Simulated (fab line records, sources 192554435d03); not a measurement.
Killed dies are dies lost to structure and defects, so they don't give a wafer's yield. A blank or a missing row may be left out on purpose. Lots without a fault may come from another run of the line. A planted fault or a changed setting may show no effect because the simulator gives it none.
Which tool did it? | flow n5_finfet | 24 lots, 72 wafers sampled, at 5 steps of a route of 1938

WHAT THE GAUGES READ, wafer by wafer
N5_BEOL_M8_CD_MEAS_35: target cd 40 nm. Usual: cd_nm 40.2 nm, standard deviation 0.64.
lot  | measured     | on        | cd_nm (nm)     | flag
L074 | day 9 11:04  | cd_sem-01 | 38.6 39.2 39.7 |
L075 | day 9 12:18  | cd_sem-01 | 38.9 40.7 39.9 |
L076 | day 9 21:44  | cd_sem-01 | 40.4 40.1 39.3 |
L077 | day 10 00:55 | cd_sem-02 | 39.4 39.2 38.9 |
L079 | day 10 09:03 | cd_sem-01 | 39.7 39.6 40.5 |
L078 | day 10 12:50 | cd_sem-01 | 38.9 39.9 39.3 |
L080 | day 10 17:24 | cd_sem-01 | 40.3 40.5 39.4 |
L082 | day 10 17:52 | cd_sem-01 | 39.7 40.0 40.0 |
L081 | day 10 20:47 | cd_sem-02 | 40.8 41.6 41.8 |
L083 | day 10 23:21 | cd_sem-02 | 40.4 39.7 40.6 |
L084 | day 11 18:26 | cd_sem-01 | 40.3 40.3 39.7 |
L085 | day 12 11:05 | cd_sem-02 | 40.6 40.4 39.6 |
L086 | day 12 11:19 | cd_sem-01 | 39.3 40.1 40.1 |
L087 | day 12 13:02 | cd_sem-03 | 40.5 40.0 40.3 |
L088 | day 12 13:22 | cd_sem-02 | 41.7 40.7 40.3 |
L089 | day 12 19:40 | cd_sem-01 | 40.4 39.9 39.3 |
L091 | day 13 08:59 | cd_sem-03 | 39.8 40.9 40.2 |
L090 | day 13 09:46 | cd_sem-03 | 40.5 39.9 39.7 |
L092 | day 13 11:49 | cd_sem-03 | 39.1 40.7 40.5 |
L093 | day 14 02:19 | cd_sem-02 | 41.2 40.7 40.9 |
L094 | day 14 11:28 | cd_sem-02 | 40.5 40.4 40.6 |
L096 | day 14 17:31 | cd_sem-03 | 39.8 40.4 39.6 |
L095 | day 14 17:52 | cd_sem-03 | 40.8 39.8 39.7 |
L097 | day 14 20:03 | cd_sem-01 | 40.3 40.9 40.0 |

N5_BEOL_M8_RS_MEAS_57: measures by four-point-probe. Usual: M8_RS 0.287 ohm/sq, standard deviation 0.0099.
lot  | measured     | on            | M8_RS (ohm/sq)    | flag
L074 | day 9 13:42  | film_metro-02 | 0.280 0.287 0.282 |
L075 | day 9 16:10  | film_metro-02 | 0.282 0.297 0.316 |
L076 | day 10 02:07 | film_metro-01 | 0.299 0.303 0.320 |
L077 | day 10 03:35 | film_metro-01 | 0.291 0.287 0.287 |
L079 | day 10 12:56 | film_metro-02 | 0.280 0.281 0.289 |
L078 | day 10 15:50 | film_metro-02 | 0.291 0.285 0.282 |
L080 | day 10 21:31 | film_metro-02 | 0.295 0.291 0.292 |
L082 | day 10 22:54 | film_metro-01 | 0.297 0.286 0.278 |
L081 | day 10 23:18 | film_metro-02 | 0.288 0.302 0.288 |
L083 | day 11 02:23 | film_metro-01 | 0.274 0.285 0.294 |
L084 | day 11 21:32 | film_metro-01 | 0.275 0.292 0.279 |
L085 | day 12 13:31 | film_metro-02 | 0.286 0.282 0.290 |
L086 | day 12 13:58 | film_metro-02 | 0.286 0.290 0.303 |
L087 | day 12 15:58 | film_metro-01 | 0.285 0.290 0.279 |
L088 | day 12 16:29 | film_metro-01 | 0.274 0.307 0.282 |
L089 | day 12 22:00 | film_metro-01 | 0.278 0.285 0.286 |
L091 | day 13 11:26 | film_metro-01 | 0.266 0.280 0.277 |
L090 | day 13 12:58 | film_metro-02 | 0.285 0.285 0.293 |
L092 | day 13 15:11 | film_metro-01 | 0.283 0.294 0.287 |
L093 | day 14 08:01 | film_metro-01 | 0.286 0.277 0.271 |
L094 | day 14 13:30 | film_metro-01 | 0.276 0.289 0.279 |
L096 | day 14 19:56 | film_metro-01 | 0.294 0.287 0.279 |
L095 | day 14 20:50 | film_metro-02 | 0.288 0.278 0.285 |
L097 | day 15 01:01 | film_metro-01 | 0.285 0.292 0.290 |

N5_BEOL_M8_INSPECT_58: inspects for defects (darkfield). Usual: raw_defect_count 79, standard deviation 24.
lot  | measured     | on                | raw_defect_count | flag
L074 | day 9 13:43  | defect_inspect-01 | 105 93 61        |
L075 | day 9 16:11  | defect_inspect-01 | 131 99 56        |
L076 | day 10 02:08 | defect_inspect-02 | 51 44 63         |
L077 | day 10 03:37 | defect_inspect-01 | 110 78 75        |
L079 | day 10 12:57 | defect_inspect-02 | 73 89 79         |
L078 | day 10 15:51 | defect_inspect-02 | 75 84 93         |
L080 | day 10 21:33 | defect_inspect-01 | 82 86 116        |
L082 | day 10 22:56 | defect_inspect-02 | 80 95 77         |
L081 | day 10 23:19 | defect_inspect-01 | 72 53 84         |
L083 | day 11 02:25 | defect_inspect-01 | 55 78 79         |
L084 | day 11 21:34 | defect_inspect-02 | 67 72 97         |
L085 | day 12 13:33 | defect_inspect-01 | 62 72 51         |
L086 | day 12 14:00 | defect_inspect-02 | 36 45 41         |
L087 | day 12 16:00 | defect_inspect-01 | 69 68 77         |
L088 | day 12 16:31 | defect_inspect-01 | 76 104 145       |
L089 | day 12 22:02 | defect_inspect-01 | 83 99 113        |
L091 | day 13 11:28 | defect_inspect-02 | 63 54 64         |
L090 | day 13 12:59 | defect_inspect-01 | 45 47 50         |
L092 | day 13 15:13 | defect_inspect-02 | 88 72 102        |
L093 | day 14 08:02 | defect_inspect-02 | 65 98 109        |
L094 | day 14 13:32 | defect_inspect-02 | 79 70 109        |
L096 | day 14 19:58 | defect_inspect-02 | 63 78 75         |
L095 | day 14 20:52 | defect_inspect-02 | 72 122 99        |
L097 | day 15 01:03 | defect_inspect-02 | 86 69 131        |

WHICH TOOL RAN EACH LOT (tool, then ch and the chambers of the sampled wafers, then the start)
lot  | N5_BEOL_M8_STRIP_80                           | N5_BEOL_M8_DEGAS_44
L074 | rie_diel-04 ch 1,2, day 9 11:04 or earlier    | pvd_sputter-03, day 9 11:56
L075 | rie_diel-05 ch 0,1,3, day 9 12:18 or earlier  | pvd_sputter-02, day 9 12:50
L076 | rie_diel-05 ch 1,2,3, day 9 21:44 or earlier  | pvd_sputter-02, day 9 22:43
L077 | rie_diel-06 ch 1,2, day 10 00:55 or earlier   | pvd_sputter-02, day 10 01:40
L079 | rie_diel-04 ch 1,2,3, day 10 09:03 or earlier | pvd_sputter-02, day 10 10:02
L078 | rie_diel-04 ch 1,2,3, day 10 12:50 or earlier | pvd_sputter-02, day 10 13:35
L080 | rie_diel-04 ch 1,3, day 10 17:24 or earlier   | pvd_sputter-03, day 10 18:14
L082 | rie_diel-05 ch 0,1, day 10 17:52 or earlier   | pvd_sputter-03, day 10 20:30
L081 | rie_diel-04 ch 0,1,3, day 10 20:47 or earlier | pvd_sputter-03, day 10 21:41
L083 | rie_diel-06 ch 1,2,3, day 10 23:21 or earlier | pvd_sputter-01, day 11 00:53
L084 | rie_diel-05 ch 1,2,3, day 11 18:26 or earlier | pvd_sputter-02, day 11 19:26
L085 | rie_diel-06 ch 0,1, day 12 11:05 or earlier   | pvd_sputter-03, day 12 11:31
L086 | rie_diel-05 ch 0,1,3, day 12 11:19 or earlier | pvd_sputter-03, day 12 11:46
L087 | rie_diel-06 ch 1,2,3, day 12 13:02 or earlier | pvd_sputter-02, day 12 13:39
L088 | rie_diel-04 ch 0,1,2, day 12 13:22 or earlier | pvd_sputter-03, day 12 14:00
L089 | rie_diel-06 ch 0,1, day 12 19:40 or earlier   | pvd_sputter-01, day 12 20:19
L091 | rie_diel-06 ch 1,3, day 13 08:59 or earlier   | pvd_sputter-03, day 13 09:40
L090 | rie_diel-06 ch 0,1,2, day 13 09:46 or earlier | pvd_sputter-02, day 13 10:10
L092 | rie_diel-05 ch 1,2, day 13 11:49 or earlier   | pvd_sputter-02, day 13 12:31
L093 | rie_diel-06 ch 1,3, day 14 02:19 or earlier   | pvd_sputter-03, day 14 03:08
L094 | rie_diel-06 ch 0,2,3, day 14 11:28 or earlier | pvd_sputter-03, day 14 11:52
L096 | rie_diel-05 ch 0,1,2, day 14 17:31 or earlier | pvd_sputter-01, day 14 18:21
L095 | rie_diel-06 ch 1,2,3, day 14 17:52 or earlier | pvd_sputter-02, day 14 18:34
L097 | rie_diel-04 ch 0,1, day 14 20:03 or earlier   | pvd_sputter-02, day 14 21:43
- N5_BEOL_M8_STRIP_80: strips in N2/H2, time 10 s.
- N5_BEOL_M8_DEGAS_44: time 60 s.

WHAT THE TOOLS THEMSELVES READ (means of the sampled wafers that have a number; where no wafer has one, the mark that the record gives instead)
N5_BEOL_M8_STRIP_80. Usual: chamber_pressure_mTorr 19.999 mTorr, standard deviation 0.019; drypump_motor_current_A 5.5 A, standard deviation 0.5; oes_product_au 0.78 a.u., standard deviation 0.08; rf_vpp_V 59.1 V, standard deviation 0.94; showerhead_plenum_p_Torr 2.54 Torr, standard deviation 0.11; throttle_valve_pct 23.77 %, standard deviation 0.27.
lot  | tool        | chamber_pressure_mTorr (mTorr) | drypump_motor_current_A (A) | oes_product_au (a.u.) | rf_vpp_V (V) | showerhead_plenum_p_Torr (Torr) | throttle_valve_pct (%) | flag
L074 | rie_diel-04 | 19.993                         | 6.0                         | 0.78                  | 59.5         | 2.44                            | 23.66                  |
L075 | rie_diel-05 | 20.005                         | 5.8                         | 0.77                  | 59.1         | 2.50                            | 23.67                  |
L076 | rie_diel-05 | 20.005                         | 5.6                         | 0.80                  | 59.2         | 2.52                            | 23.60                  |
L077 | rie_diel-06 | 20.006                         | 5.4                         | 0.73                  | 59.2         | 2.52                            | 24.01                  |
L079 | rie_diel-04 | 19.990                         | 5.7                         | 0.78                  | 58.9         | 2.48                            | 23.72                  |
L078 | rie_diel-04 | 20.004                         | 5.7                         | 0.77                  | 58.6         | 2.48                            | 23.71                  |
L080 | rie_diel-04 | 19.988                         | 5.6                         | 0.74                  | 58.8         | 2.46                            | 23.67                  |
L082 | rie_diel-05 | 19.990                         | 5.4                         | 0.82                  | 58.4         | 2.53                            | 23.62                  |
L081 | rie_diel-04 | 20.015                         | 5.6                         | 0.71                  | 59.5         | 2.52                            | 23.79                  |
L083 | rie_diel-06 | 20.003                         | 5.3                         | 0.79                  | 58.6         | 2.58                            | 24.03                  |
L084 | rie_diel-05 | 20.004                         | 5.6                         | 0.88                  | 59.8         | 2.62                            | 23.53                  |
L085 | rie_diel-06 | 19.987                         | 5.1                         | 0.72                  | 58.3         | 2.44                            | 23.61                  |
L086 | rie_diel-05 | 19.990                         | 5.8                         | 0.84                  | 59.5         | 2.60                            | 23.59                  |
L087 | rie_diel-06 | 19.987                         | 5.3                         | 0.77                  | 59.6         | 2.57                            | 24.07                  |
L088 | rie_diel-04 | 20.004                         | 6.0                         | 0.73                  | 59.2         | 2.50                            | 23.83                  |
L089 | rie_diel-06 | 20.007                         | 5.1                         | 0.71                  | 58.9         | 2.44                            | 23.61                  |
L091 | rie_diel-06 | 19.982                         | 5.4                         | 0.77                  | 58.5         | 2.57                            | 24.17                  |
L090 | rie_diel-06 | 19.997                         | 5.2                         | 0.71                  | 59.6         | 2.47                            | 23.83                  |
L092 | rie_diel-05 | 19.996                         | 5.2                         | 0.83                  | 60.2         | 2.53                            | 23.59                  |
L093 | rie_diel-06 | 20.009                         | 5.1                         | 0.82                  | 59.0         | 2.63                            | 24.09                  |
L094 | rie_diel-06 | 20.009                         | 5.0                         | 0.76                  | 58.9         | 2.53                            | 23.77                  |
L096 | rie_diel-05 | 19.988                         | 5.5                         | 0.78                  | 58.5         | 2.59                            | 23.70                  |
L095 | rie_diel-06 | 20.000                         | 5.3                         | 0.75                  | 60.0         | 2.56                            | 24.08                  |
L097 | rie_diel-04 | 20.011                         | 5.8                         | 0.79                  | 58.6         | 2.47                            | 23.72                  |

N5_BEOL_M8_DEGAS_44. Usual: heater_power_w 328 W, standard deviation 26.
lot  | tool           | heater_power_w (W) | flag
L074 | pvd_sputter-03 | 303                |
L075 | pvd_sputter-02 | 331                |
L076 | pvd_sputter-02 | 348                |
L077 | pvd_sputter-02 | 355                |
L079 | pvd_sputter-02 | 345                |
L078 | pvd_sputter-02 | 342                |
L080 | pvd_sputter-03 | 292                |
L082 | pvd_sputter-03 | 322                |
L081 | pvd_sputter-03 | 318                |
L083 | pvd_sputter-01 | 329                |
L084 | pvd_sputter-02 | 342                |
L085 | pvd_sputter-03 | 288                |
L086 | pvd_sputter-03 | 317                |
L087 | pvd_sputter-02 | 352                |
L088 | pvd_sputter-03 | 323                |
L089 | pvd_sputter-01 | 327                |
L091 | pvd_sputter-03 | 314                |
L090 | pvd_sputter-02 | 347                |
L092 | pvd_sputter-02 | 346                |
L093 | pvd_sputter-03 | 312                |
L094 | pvd_sputter-03 | 331                |
L096 | pvd_sputter-01 | 307                |
L095 | pvd_sputter-02 | 345                |
L097 | pvd_sputter-02 | 350                |

THE ANSWER, worked out from the rows above alone
Rule: a lot is off if the mean of its wafers that have a number lies more than 3 standard deviations from the usual mean. A lot without any number at a reading at which 4 lots or more have one is off too. The other lots that the step has rows for count as sound. The gauges are gone through in route order, then the tools' own readings, and for those a lot's mean is taken as printed above. The first step at which some lot is off is used, and at that step the reading that is off furthest; a lot without a number counts as furthest.
No lot is off at any reading shown: from this, nothing can be told.

WHAT THE SIMULATOR HAD PUT IN
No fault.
